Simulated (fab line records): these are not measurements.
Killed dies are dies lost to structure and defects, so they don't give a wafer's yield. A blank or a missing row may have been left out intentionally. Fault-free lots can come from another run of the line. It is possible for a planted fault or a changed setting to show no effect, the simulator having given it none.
fab line records | flow nand-harc
record: lots: 14 wafers: 42 last-day: 24
route steps=1159 shown P_BONDPAD@386 A_ONON_D1@432 A_CHANNEL_HOLE_D1@451 END@1159
lots that met no fault: from a run of the same line without faults
start-h: hours from the record's opening day to when the first of the lot's shown wafers began | wait-h: hours from the lot's prior step to this one | " unchanged from the row above | L1.1+2: one row covering several wafers at once | - no value, or no start was given | * or withheld: withheld | < > ~ a bound
route shown NAME@n: a module of which the file shows steps, and the number in the route of the first | usual: mean/standard deviation of fault-free wafers | same: alike in all rows | chamber/n: place in a boat | sites: per-site readings | _std_site: their standard deviation | _edge_site: outer sites' mean less inner sites' | radius-mm: how far each site lies from the wafer's centre | mask NAME#n: copy n | behind: tool/chamber where the wafer was last shaped | hold: the reason the lot was held/the length of the hold in hours/how it ended | device: the n, p or np transistor that did not switch | end of line: the same wafers' tests at the end of the route | a step without rows: its recipe alone | killed: dies that structure and defects cost at the first sort, which is not the same as the wafer's yield | map: a wafer's dies, x killed, . not, _ none there
set.NAME: the setting that was run; set.NAME@STEP: the one run at that earlier step | model.NAME: the simulator's own value behind a step, which no gauge read
steps of the route over a sample of lots; a table a step, a row a wafer
services: a tool's chamber out of use, with start hour (start-h, from the record's first day; less than 0 if before it), hours out, and reason
== steps ==
step: NHARC_P_BONDPAD_ACTIVATE_29
recipe: time-s: 60 n2-flow-sccm: 200 ar-flow-sccm: 0 bias-power-w: 0 chemistry: N2
usual: drypump-motor-current-A: 5.2/0.41 oes-product-au: 0.997/0.015 rf-vpp-V: 64.4/0.9 showerhead-plenum-p-Torr: 1.82/0.065
same: bias-power-w: 0 time-s: 60
columns lot.wafer tool chamber start-h wait-h drypump-motor-current-A oes-product-au rf-hours-counter-h rf-vpp-V showerhead-plenum-p-Torr
L205.3 rie-diel-03 1 139.71 0.1 5.5 0.992 10 64.9 1.75
L205.2 " 2 " " 4.9 0.993 10 64.7 1.85
L205.4 " 0 " " 5.6 1.008 10 63.4 1.75
L208.3 rie-diel-03 1 157.94 0.1 5.5 0.990 11 63.8 1.75
L208.6 " 3 " " 4.8 0.974 - 65.4 1.90
L208.5 " 0 " " 5.6 1.023 - 63.0 1.75
L209.2 rie-diel-03 0 165.93 0.1 5.6 1.029 11 63.0 1.75
L209.1 " 1 " " 5.5 0.995 11 64.7 1.75
L209.5 " 3 " " 4.9 0.979 - 64.4 1.90
L210.3 rie-diel-03 3 168.91 0.1 4.9 0.986 11 64.9 1.90
L210.2 " 0 " " 5.6 1.012 11 63.3 1.75
L210.4 " 1 " " 5.5 1.004 11 63.6 1.75
L212.2 rie-diel-03 2 179.16 0.1 4.9 0.997 13 64.5 1.85
L212.6 " 2 " " 4.9 0.995 - 63.0 1.85
L212.5 " 3 " " 4.9 0.965 - 65.4 1.90
L213.4 rie-diel-03 3 190.12 0.1 4.9 0.987 13 65.0 1.90
L213.2 " 0 " " 5.6 1.025 13 63.3 1.75
L213.3 " 2 " " 4.9 0.994 15 64.5 1.85
L214.2 rie-diel-13 3 191.10 0.1 5.5 1.013 26 64.3 1.73
L214.4 " 1 " " 5.5 1.016 27 64.9 1.81
L214.1 " 2 " " 5.2 1.014 30 62.4 1.80
L215.1 rie-diel-13 1 204.02 0.1 5.5 1.002 33 64.1 1.81
L215.2 " 2 " " 5.2 0.999 36 64.9 1.80
L215.3 " 3 " " 5.4 0.998 33 64.3 1.73
L216.3 rie-diel-03 3 206.48 0.1 4.8 0.976 14 65.2 1.90
L216.1 " 0 " " 5.6 1.011 15 65.2 1.75
L216.6 " 0 " " 5.6 1.002 - 64.3 1.75
L218.4 rie-diel-13 1 214.49 0.1 5.5 1.007 36 64.7 1.81
L218.1 " 2 " " 5.2 0.999 41 63.4 1.80
L218.2 " 0 " " 6.7 1.003 39 63.8 1.91
L223.4 rie-diel-03 3 250.76 0.1 4.8 1.007 3 63.8 1.90
L223.2 " 1 " " 5.5 0.996 2 62.6 1.75
L223.3 " 2 " " 4.9 0.979 2 63.3 1.85
L224.3 rie-diel-03 0 251.22 0.1 5.5 1.021 3 64.3 1.75
L224.1 " 3 " " 4.9 0.992 3 66.9 1.90
L224.5 " 1 " " 5.5 0.995 - 61.9 1.75
L226.4 rie-diel-03 3 259.27 0.1 4.8 1.005 3 65.1 1.90
L226.3 " 0 " " 5.6 1.020 3 64.2 1.75
L226.6 " 2 " " 4.9 0.973 - 65.0 1.85
L225.3 rie-diel-03 1 259.55 0.1 5.4 0.992 3 64.2 1.75
L225.2 " 2 " " 4.9 0.979 3 66.0 1.85
L225.5 " 2 " " 4.9 0.973 - 64.0 1.85
step: NHARC_A_ONON_D1_DEP_12
recipe: target-thk-a: 10000 n2-flow-sccm: 2750 n2o-flow-sccm: 2000 nh3-flow-sccm: 500 sih4-flow-sccm: 210 temp-c: 400
columns lot.wafer tool chamber start-h wait-h
L205.2+3+4 pecvd-onon-04 0 165.60 0.1
L208.3+5+6 pecvd-onon-02 0 184.18 0.2
L209.1+2+5 pecvd-onon-04 0 195.81 0.1
L210.2+3+4 pecvd-onon-02 0 195.86 0.1
L212.2+5+6 pecvd-onon-04 0 204.75 0.2
L214.1+2+4 pecvd-onon-04 0 215.94 0.1
L213.2+3+4 pecvd-onon-01 0 216.00 0.1
L215.1+2+3 pecvd-onon-01 0 232.56 0.1
L216.1+3+6 pecvd-onon-04 0 232.60 0.1
L218.1+2+4 pecvd-onon-02 0 245.14 0.1
L224.1+3+5 pecvd-onon-04 0 276.11 0.1
L223.2+3+4 pecvd-onon-01 0 276.16 0.1
L225.2+3+5 pecvd-onon-02 0 284.65 0.1
L226.3+4+6 pecvd-onon-04 0 284.68 0.2
step: NHARC_A_ONON_D1_THK_MEAS_14
recipe: thk-meas-gauge: ellipsometry
usual: thk-nm: 998/8.3
columns lot.wafer tool chamber start-h wait-h thk-nm
L205.2 film-metro-02 - 166.05 - 1014
L205.3 " - " " 1014
L205.4 " - " " 1012
L208.3 film-metro-01 - 184.58 - 993
L208.5 " - " " 994
L208.6 " - " " 995
L210.2 film-metro-02 - 196.31 - 1003
L210.3 " - " " 1003
L210.4 " - " " 1004
L209.1 film-metro-01 - 196.33 - 1011
L209.2 " - " " 1013
L209.5 " - " " 1011
L212.2 film-metro-01 - 205.20 - 1002
L212.5 " - " " 1003
L212.6 " - " " 1004
L214.1 film-metro-02 - 216.45 - 1004
L214.2 " - " " 1003
L214.4 " - " " 1003
L213.2 film-metro-01 - 216.46 - 1004
L213.3 " - " " 1004
L213.4 " - " " 1003
L215.1 film-metro-01 - 233.07 - 1004
L215.2 " - " " 1002
L215.3 " - " " 1002
L216.1 film-metro-02 - 233.11 - 993
L216.3 " - " " 994
L216.6 " - " " 993
L218.1 film-metro-01 - 245.66 - 1000
L218.2 " - " " 1000
L218.4 " - " " 1000
L223.2 film-metro-01 - 276.61 - 1004
L223.3 " - " " 1003
L223.4 " - " " 1003
L224.1 film-metro-01 - 276.62 - 419
L224.3 " - " " 419
L224.5 " - " " 419
L226.3 film-metro-02 - 285.08 - 430
L226.4 " - " " 429
L226.6 " - " " 430
L225.2 film-metro-01 - 285.10 - 980
L225.3 " - " " 980
L225.5 " - " " 980
step: NHARC_A_CHANNEL_HOLE_D1_DEP_01
recipe: target-thk-a: 1400 target-thk-nm: 140 temp-c: 400 pressure-torr: 3.5 flow-sccm: 200 rf-w: 350 material: SiON
usual: chamber-pressure-Torr: 3.499/0.0071 heater-power-w: 772/83
columns lot.wafer tool chamber start-h wait-h chamber-pressure-Torr heater-power-w
L205.2 pecvd-03 1 180.98 1.3 3.505 748
L205.3 " 2 " " 3.508 700
L205.4 " 1 " " 3.510 768
L208.3 pecvd-03 0 198.51 1.0 3.505 854
L208.5 " 1 " " 3.491 724
L208.6 " 2 " " 3.499 791
L210.2 pecvd-03 1 208.64 1.3 3.488 673
L210.3 " 2 " " 3.488 783
L210.4 " 0 " " 3.516 780
L209.2 pecvd-03 1 208.82 1.3 3.498 682
L209.1 " 2 " " 3.481 723
L209.5 " 2 " " 3.489 727
L212.2 pecvd-03 2 217.86 1.3 3.493 767
L212.6 " 1 " " 3.500 768
L212.5 " 0 " " 3.504 834
L214.2 pecvd-04 2 228.33 1.3 3.500 807
L214.1 " 1 " " 3.503 865
L214.4 " 0 " " 3.484 855
L213.3 pecvd-04 0 228.50 1.0 3.506 823
L213.2 " 2 " " 3.490 875
L213.4 " 0 " " 3.501 804
L215.2 pecvd-03 1 247.79 1.3 3.495 707
L215.3 " 2 " " 3.502 827
L215.1 " 0 " " 3.494 867
L216.3 pecvd-04 2 248.07 1.0 3.514 821
L216.1 " 0 " " 3.501 852
L216.6 " 2 " " 3.517 821
L218.2 pecvd-03 0 259.56 1.3 3.499 751
L218.1 " 2 " " 3.495 705
L218.4 " 2 " " 3.503 733
L223.3 pecvd-01 2 289.47 1.0 3.503 989
L223.2 " 0 " " 3.489 703
L223.4 " 2 " " 3.507 805
L225.2 pecvd-01 0 304.72 1.3 3.497 625
L225.3 " 2 " " 3.509 967
L225.5 " 0 " " 3.507 629
step: NHARC_END_SORT_01
recipe: temp-c: 25
usual: killed-at-array: 27/9.9 killed-at-other: 0.5/0.76 killed-at-periphery: 3.4/2.2 killed-dies: 31/10 killed-open: 3.3/2 killed-short: 2.0/1.5
same: gross-dies: 677
columns lot.wafer tool chamber start-h wait-h killed-at-array killed-at-other killed-at-periphery killed-dies killed-open killed-short
L208.3 prober-01 0 468.81 3.1 31 0 3 34 7 5
L208.6 prober-01 0 471.21 4.0 19 0 0 19 4 2
L212.2 prober-01 0 484.71 2.8 11 2 2 15 5 0
L212.5 prober-01 0 487.16 3.8 12 0 8 20 4 4
L212.6 prober-01 0 487.98 4.1 12 1 6 19 3 1
L224.1 prober-01 0 550.27 2.5 670 1 6 677 5 1
L224.3 prober-01 0 551.88 3.1 675 0 2 677 3 1
L224.5 prober-01 0 553.49 3.7 669 2 6 677 7 1
L226.3 prober-02 0 559.67 3.1 674 0 3 677 3 2
L226.4 prober-02 0 560.48 3.4 674 0 3 677 6 3
L226.6 prober-02 0 562.10 4.1 675 0 2 677 1 0
killed by level:class
L208.3 A_SLIT:chamber-film-flake=9 A_CHANNEL_HOLE_D1:chamber-film-flake=7 A_ONON_D1:geometric-particle:open=3 A_CONTACT:geometric-particle:open=2 A_CONTACT:geometric-particle:short=2 P_GATE:geometric-particle:open=1 P_M0:geometric-particle:open=1 A_CHANNEL_HOLE_D1:geometric-particle:short=1
L208.6 A_CHANNEL_HOLE_D1:chamber-film-flake=5 A_SLIT:chamber-film-flake=4 A_WL_FILL:geometric-particle:short=2 A_CONTACT:geometric-particle:open=2 A_WL_FILL:chamber-film-flake=2 A_ONON_D1:geometric-particle:open=1 A_SGD_CUT:geometric-particle:open=1 A_STAIRCASE:chamber-film-flake=1
L212.2 A_CHANNEL_HOLE_D1:chamber-film-flake=5 A_STAIRCASE:chamber-film-flake=2 THIN_TSV:chamber-film-flake=2 P_CONTACT:geometric-particle:open=1 P_M0:geometric-particle:open=1 A_SOURCE_PLATE:geometric-particle:open=1 A_ONON_D1:geometric-particle:open=1 A_CONTACT:geometric-particle:open=1
L212.5 P_M1:chamber-film-flake=6 A_CHANNEL_HOLE_D1:chamber-film-flake=3 P_CONTACT:geometric-particle:open=1 A_SOURCE_PLATE:geometric-particle:short=1 A_ONON_D1:geometric-particle:open=1 A_SGD_CUT:geometric-particle:open=1 A_SGD_CUT:geometric-particle:short=1 A_CONTACT:geometric-particle:short=1
L212.6 A_CHANNEL_HOLE_D1:chamber-film-flake=4 P_M1:chamber-film-flake=3 A_STAIRCASE:chamber-film-flake=2 P_CONTACT:geometric-particle:open=1 A_CHANNEL_HOLE_D1:geometric-particle:open=1 A_CHANNEL_FILL_D1:geometric-particle:short=1 A_CONTACT:geometric-particle:open=1 P_ZERO_WELL:chamber-film-flake=1
L224.1 A_ONON_D1:area-dep=655 A_CHANNEL_HOLE_D1:chamber-film-flake=6 P_M0:geometric-particle:open=2 A_STAIRCASE:chamber-film-flake=2 A_CONTACT:chamber-film-flake=2 A_M1:chamber-film-flake=2 P_GATE:geometric-particle:short=1 P_GATE:geometric-particle:open=1
L224.3 A_ONON_D1:area-dep=659 A_CHANNEL_HOLE_D1:chamber-film-flake=7 A_M1:chamber-film-flake=3 P_CONTACT:geometric-particle:short=1 A_SOURCE_PLATE:geometric-particle:open=1 A_ONON_D1:geometric-particle:open=1 A_M1:geometric-particle:open=1 P_BONDPAD:chamber-film-flake=1
L224.5 A_ONON_D1:area-dep=655 A_CHANNEL_HOLE_D1:chamber-film-flake=6 A_CONTACT:chamber-film-flake=4 P_CONTACT:geometric-particle:open=3 THIN_TSV:chamber-film-flake=2 P_STI:geometric-particle:open=1 P_CONTACT:geometric-particle:short=1 P_M0:geometric-particle:open=1
L226.3 A_ONON_D1:area-dep=644 A_SLIT:chamber-film-flake=22 A_CHANNEL_HOLE_D1:chamber-film-flake=2 A_M1:chamber-film-flake=2 P_STI:geometric-particle:open=1 P_CONTACT:geometric-particle:open=1 A_ONON_D1:geometric-particle:open=1 A_CHANNEL_FILL_D1:geometric-particle:short=1
L226.4 A_ONON_D1:area-dep=633 A_SLIT:chamber-film-flake=16 A_CHANNEL_HOLE_D1:chamber-film-flake=8 A_CONTACT:chamber-film-flake=7 A_CHANNEL_FILL_D1:geometric-particle:open=3 A_M0:geometric-particle:short=2 P_M2:chamber-film-flake=2 P_CONTACT:geometric-particle:open=1
L226.6 A_ONON_D1:area-dep=638 A_SLIT:chamber-film-flake=18 A_CHANNEL_HOLE_D1:chamber-film-flake=8 A_CONTACT:chamber-film-flake=7 P_M2:chamber-film-flake=2 A_WL_FILL:geometric-particle:open=1 A_ZERO_WELL:chamber-film-flake=1 A_STAIRCASE:chamber-film-flake=1
== services ==
columns tool chamber start-h hours kind
rie-diel-03 0 120.88 - clean
rie-diel-03 1 120.88 - clean
rie-diel-03 2 120.88 - clean
rie-diel-13 1 136.67 2.8 repair
rie-diel-13 3 143.82 13.9 repair
pecvd-03 0 164.67 20.3 repair
rie-diel-03 0 175.42 5.3 repair
pecvd-onon-01 - 195.03 13.0 pm
pecvd-04 - 195.32 13.0 pm
pecvd-01 2 199.83 7.0 repair
rie-diel-03 1 204.63 11.4 repair
pecvd-onon-02 - 208.27 11.4 repair
rie-diel-13 0 209.33 2.1 repair
pecvd-01 1 213.77 15.4 repair
rie-diel-03 - 215.38 9.0 pm
rie-diel-03 - 226.20 0.3 repair
pecvd-01 - 237.07 13.0 pm
pecvd-onon-04 - 237.09 13.0 pm
rie-diel-13 - 276.27 9.0 pm
rie-diel-03 3 281.12 3.6 repair
rie-diel-03 2 291.78 4.4 repair
pecvd-03 - 292.38 13.0 pm
rie-diel-03 - 292.47 2.1 repair
pecvd-onon-02 - 292.49 13.0 pm
== key ==
first-sign: step: NHARC_A_ONON_D1_THK_MEAS_14 reading: thk-nm direction: down sigmas: 69 usual: 998 struck: 424
effect: step: NHARC_END_SORT_01 reading: killed-at-array direction: up sigmas: 65 usual: 27 struck: 673
more-kills-born-at: NHARC_A_ONON_D1_DEP_12@pecvd-onon-04: 3884
met-at NHARC_A_ONON_D1_DEP_12
struck-lots L224,L226
later-rows-left-out L224.1,L224.3,L224.5,L226.3,L226.4,L226.6
tester-left-out L224,L226
not-acting-at NHARC_P_BONDPAD_ACTIVATE_29,NHARC_A_CHANNEL_HOLE_D1_DEP_01
onset-between 232.60 276.11
fault: kind: process-parameter-drift tool: pecvd-onon-04 chamber: - onset-h: 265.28 steps: NHARC_A_ONON_D1_DEP_12 channel: target-thk-a offset: * shape: step end-h: 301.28 acts-in: * stated: *
tester-left-out: of these lots the tester's yield and bins aren't shown, on N5 and GAA mostly nor the transistor test; their killed dies are dies lost to structure and defects alone, not to doping, threshold or leakage, so they don't give the yield
later-rows-left-out: the simulator's readings of these wafers behind a module that went badly wrong aren't trusted and aren't shown, but for the sort
